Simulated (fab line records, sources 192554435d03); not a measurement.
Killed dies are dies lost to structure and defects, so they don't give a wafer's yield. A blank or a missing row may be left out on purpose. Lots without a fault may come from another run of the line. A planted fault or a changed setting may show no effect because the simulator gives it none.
Which tool did it? | flow n5_finfet | 10 lots, 28 wafers sampled, at 5 steps of a route of 1938

WHAT THE GAUGES READ, wafer by wafer
N5_BEOL_M3_INSPECT_30: inspects for defects (brightfield).
lot  | measured     | on                | raw_defect_count
L807 | day 8 04:36  | defect_inspect-02 | 321 384 389
L810 | day 8 14:35  | defect_inspect-01 | 417 427 350
L814 | day 8 15:46  | defect_inspect-02 | 326 277 391
L815 | day 9 03:31  | defect_inspect-01 | 420 545 509
L816 | day 9 09:02  | defect_inspect-02 | 256 443
L821 | day 11 00:45 | defect_inspect-01 | 403 501 382
L822 | day 11 04:40 | defect_inspect-02 | 386 403 314
L823 | day 11 07:08 | defect_inspect-01 | 491 463 565
L829 | day 12 10:36 | defect_inspect-02 | 350 418
L828 | day 13 00:24 | defect_inspect-02 | 501 451 495

N5_BEOL_M4_RC_MEAS_101.
lot  | measured     | on        | DIBL_N (mV/V)  | DIBL_P (mV/V)  | IOFF_N (nA/um) | IOFF_P (nA/um) | ION_N (uA/um) | ION_P (uA/um) | SS_N (mV/dec)  | SS_P (mV/dec)  | VT_N (mV)   | VT_P (mV)
L807 | day 8 20:52  | prober-01 | 33.1 34.9 38.3 | 33.5 36.1 39.8 | 0.10 0.14 0.22 | 0.14 0.18 0.24 | 647 658 696   | 443 454 469   | 70.5 71.3 72.1 | 71.6 73.0 73.2 | 258 252 244 | -256 -254 -251
L810 | day 9 08:06  | prober-02 | 34.9 35.6 36.0 | 34.8 34.2 34.3 | 0.16 0.17 0.17 | 0.26 0.25 0.25 | 695 653 679   | 487 460 465   | 71.3 71.6 71.9 | 72.6 73.1 73.2 | 249 250 248 | -244 -245 -246
L814 | day 9 17:14  | prober-01 | 35.3 32.8 32.1 | 37.4 33.5 33.0 | 0.13 0.10 0.10 | 0.21 0.16 0.15 | 659 664 662   | 456 462 459   | 71.8 70.7 71.0 | 73.9 72.6 72.1 | 252 256 257 | -251 -254 -254
L815 | day 10 02:48 | prober-01 | 35.0 36.8 34.8 | 36.0 37.5 35.0 | 0.16 0.17 0.15 | 0.23 0.24 0.20 | 689 670 680   | 474 458 468   | 71.0 71.2 70.5 | 73.7 73.5 72.8 | 247 249 250 | -247 -247 -251
L816 | day 10 02:13 | prober-02 | 35.5 37.8      | 36.0 38.4      | 0.15 0.19      | 0.23 0.27      | 673 682       | 467 478       | 71.9 72.0      | 73.6 74.2      | 248 249     | -246 -246
L821 | day 11 13:39 | prober-02 | 34.3 39.3 37.2 | 33.8 40.0 37.4 | 0.13 0.23 0.18 | 0.17 0.26 0.22 | 665 699 682   | 460 466 461   | 71.2 72.1 71.0 | 74.0 74.0 73.3 | 250 242 248 | -251 -248 -249
L822 | day 12 05:59 | prober-01 | 39.8 36.4 31.1 | 41.0 36.3 30.7 | 0.22 0.14 0.09 | 0.27 0.19 0.13 | 696 658 644   | 465 452 447   | 72.8 71.2 69.8 | 74.6 72.9 72.0 | 245 255 257 | -246 -252 -255
L823 | day 12 10:00 | prober-02 | 37.2 39.3 35.4 | 38.4 40.1 35.7 | 0.15 0.21 0.14 | 0.22 0.26 0.18 | 660 677 668   | 455 462 460   | 72.0 72.3 71.1 | 73.3 73.8 72.7 | 252 245 248 | -249 -247 -250
L829 | day 15 04:58 | prober-02 | 34.8 33.9      | 32.7 32.3      | 0.12 0.10      | 0.14 0.14      | 672 645       | 456 446       | 70.9 70.4      | 72.0 72.4      | 254 257     | -254 -256
L828 | day 14 02:22 | prober-02 | 36.5 40.9 36.9 | 38.2 43.3 38.2 | 0.16 0.30 0.18 | 0.23 0.37 0.23 | 661 712 682   | 455 483 462   | 71.5 72.4 71.4 | 74.0 75.4 74.2 | 251 240 247 | -251 -245 -251

WHICH TOOL RAN EACH LOT (tool, then ch and the chambers of the sampled wafers, then the start)
lot  | N5_BEOL_M3_HM_DEP_02         | N5_BEOL_M3_ETCH_77                 | N5_BEOL_M3_ETCH_41
L807 | pvd_sputter-01, day 8 03:09  | rie_diel-04 ch 0,1, day 8 04:40    | rie_diel-05 ch 0,1,2, day 8 20:52 or earlier
L810 | pvd_sputter-02, day 8 13:08  | rie_diel-04 ch 0,2,3, day 8 14:39  | rie_diel-02 ch 1,2,3, day 9 08:06 or earlier
L814 | pvd_sputter-03, day 8 14:16  | rie_diel-05 ch 0,1,3, day 8 15:50  | rie_diel-04 ch 0,3, day 9 17:14 or earlier
L815 | pvd_sputter-03, day 9 01:55  | rie_diel-05 ch 0,3, day 9 03:35    | rie_diel-05 ch 1,3, day 10 02:48 or earlier
L816 | pvd_sputter-01, day 9 07:12  | rie_diel-02 ch 0,1, day 9 09:06    | rie_diel-02 ch 0,3, day 10 02:13 or earlier
L821 | pvd_sputter-03, day 10 23:11 | rie_diel-02 ch 0,1,2, day 11 00:49 | rie_diel-04 ch 1,2,3, day 11 13:39 or earlier
L822 | pvd_sputter-03, day 11 02:38 | rie_diel-04 ch 1,3, day 11 04:46   | rie_diel-05 ch 1,2,3, day 12 05:59 or earlier
L823 | pvd_sputter-01, day 11 05:39 | rie_diel-05 ch 0,2, day 11 07:17   | rie_diel-02 ch 1,2,3, day 12 10:00 or earlier
L829 | pvd_sputter-02, day 12 09:05 | rie_diel-04 ch 1,2, day 12 10:40   | rie_diel-02 ch 1, day 15 04:58 or earlier
L828 | pvd_sputter-02, day 12 22:45 | rie_diel-04 ch 0,1,3, day 13 00:28 | rie_diel-02 ch 1,2,3, day 14 02:22 or earlier
- N5_BEOL_M3_HM_DEP_02: deposits TiN, target thk 20 nm.
- N5_BEOL_M3_ETCH_77: etches underlayer in N2/H2, target depth 6.5 nm, time 5.2 s.
- N5_BEOL_M3_ETCH_41: etches SiCN in CH3F/O2, target depth 29.9 nm, time 52.5 s.

WHAT THE TOOLS THEMSELVES READ (means of the sampled wafers that have a number; where no wafer has one, the mark that the record gives instead)
N5_BEOL_M3_HM_DEP_02.
lot  | tool           | throttle_valve_pct (%)
L807 | pvd_sputter-01 | 29.4
L810 | pvd_sputter-02 | 30.2
L814 | pvd_sputter-03 | 30.8
L815 | pvd_sputter-03 | 31.1
L816 | pvd_sputter-01 | 30.0
L821 | pvd_sputter-03 | 30.8
L822 | pvd_sputter-03 | 31.2
L823 | pvd_sputter-01 | 29.5
L829 | pvd_sputter-02 | 29.8
L828 | pvd_sputter-02 | 30.1

N5_BEOL_M3_ETCH_77.
lot  | tool        | drypump_motor_current_A (A) | etch_rf_on_time_s (s) | oes_product_au (a.u.) | rf_vpp_V (V) | showerhead_plenum_p_Torr (Torr) | throttle_valve_pct (%)
L807 | rie_diel-04 | 5.9                         | 5.10                  | 0.67                  | 522.4        | 2.50                            | 17.8
L810 | rie_diel-04 | 5.1                         | 5.23                  | 0.74                  | 526.4        | 2.62                            | 17.5
L814 | rie_diel-05 | 5.8                         | 5.32                  | 0.59                  | 524.5        | 2.56                            | 18.2
L815 | rie_diel-05 | 6.1                         | 5.17                  | 0.60                  | 526.1        | 2.59                            | 18.2
L816 | rie_diel-02 | 5.9                         | 5.43                  | 0.61                  | 526.0        | 2.58                            | 18.1
L821 | rie_diel-02 | 5.9                         | 5.28                  | 0.68                  | 523.2        | 2.56                            | 18.0
L822 | rie_diel-04 | 5.4                         | 5.18                  | 0.68                  | 523.0        | 2.52                            | 17.7
L823 | rie_diel-05 | 6.2                         | 8.24                  | 0.55                  | 525.9        | 2.57                            | 17.9
L829 | rie_diel-04 | 5.6                         | 5.05                  | 0.77                  | 526.6        | 2.64                            | 17.9
L828 | rie_diel-04 | 5.5                         | 5.21                  | 0.77                  | 527.6        | 2.66                            | 17.5

N5_BEOL_M3_ETCH_41.
lot  | tool        | CH3F_flow_sccm (sccm) | drypump_motor_current_A (A) | oes_product_au (a.u.) | rf_vpp_V (V) | showerhead_plenum_p_Torr (Torr) | throttle_valve_pct (%)
L807 | rie_diel-05 | 30.05                 | 5.9                         | 0.78                  | 296.7        | 1.99                            | 16.30
L810 | rie_diel-02 | 30.03                 | 5.7                         | 0.76                  | 298.3        | 2.06                            | 16.47
L814 | rie_diel-04 | 30.01                 | 5.1                         | 0.90                  | 298.4        | 2.08                            | 15.88
L815 | rie_diel-05 | 30.05                 | 5.4                         | 0.68                  | 296.7        | 1.95                            | 16.38
L816 | rie_diel-02 | 30.00                 | 5.7                         | 0.79                  | 297.9        | 2.06                            | 16.28
L821 | rie_diel-04 | 30.04                 | 5.4                         | 0.78                  | 296.9        | 1.99                            | 16.32
L822 | rie_diel-05 | 30.00                 | 5.5                         | 0.85                  | 296.0        | 1.94                            | 16.13
L823 | rie_diel-02 | 30.06                 | 5.6                         | 0.83                  | 298.8        | 2.05                            | 16.35
L829 | rie_diel-02 | 30.08                 | 5.9                         | 0.70                  | 298.4        | 2.06                            | 16.61
L828 | rie_diel-02 | 29.97                 | 5.6                         | 0.83                  | 297.5        | 2.05                            | 16.37

THE ANSWER, worked out from the rows above alone
Rule: what is usual is taken from the lots themselves. Put in order of their means at a reading, lots are off if they are a third of the lots or fewer, leave a main group of 4 or more, and stand apart from it by a gap of 3 or more times the standard deviation of the main group's means; of several such gaps the widest counts. A main group whose means are all the same, to the digits that the tables above print for the reading, isn't used. A lot without any number at a reading at which 4 lots or more have one is off too. The other lots that the step has rows for count as sound. The gauges are gone through in route order, then the tools' own readings, and for those a lot's mean is taken as printed above. The first step at which some lot is off is used, and at that step the reading that is off furthest; a lot without a number counts as furthest.
Off: L823, at N5_BEOL_M3_ETCH_77 (etch_rf_on_time_s). The main group: mean 5.22 s, standard deviation 0.11.
A tool fits if, at that step or a process step before it, it ran every lot that is off, and no sound lot after the first of them. Can't be told from this: 2 tools fit, pvd_sputter-01 at N5_BEOL_M3_HM_DEP_02, rie_diel-05 at N5_BEOL_M3_ETCH_77.

WHAT THE SIMULATOR HAD PUT IN
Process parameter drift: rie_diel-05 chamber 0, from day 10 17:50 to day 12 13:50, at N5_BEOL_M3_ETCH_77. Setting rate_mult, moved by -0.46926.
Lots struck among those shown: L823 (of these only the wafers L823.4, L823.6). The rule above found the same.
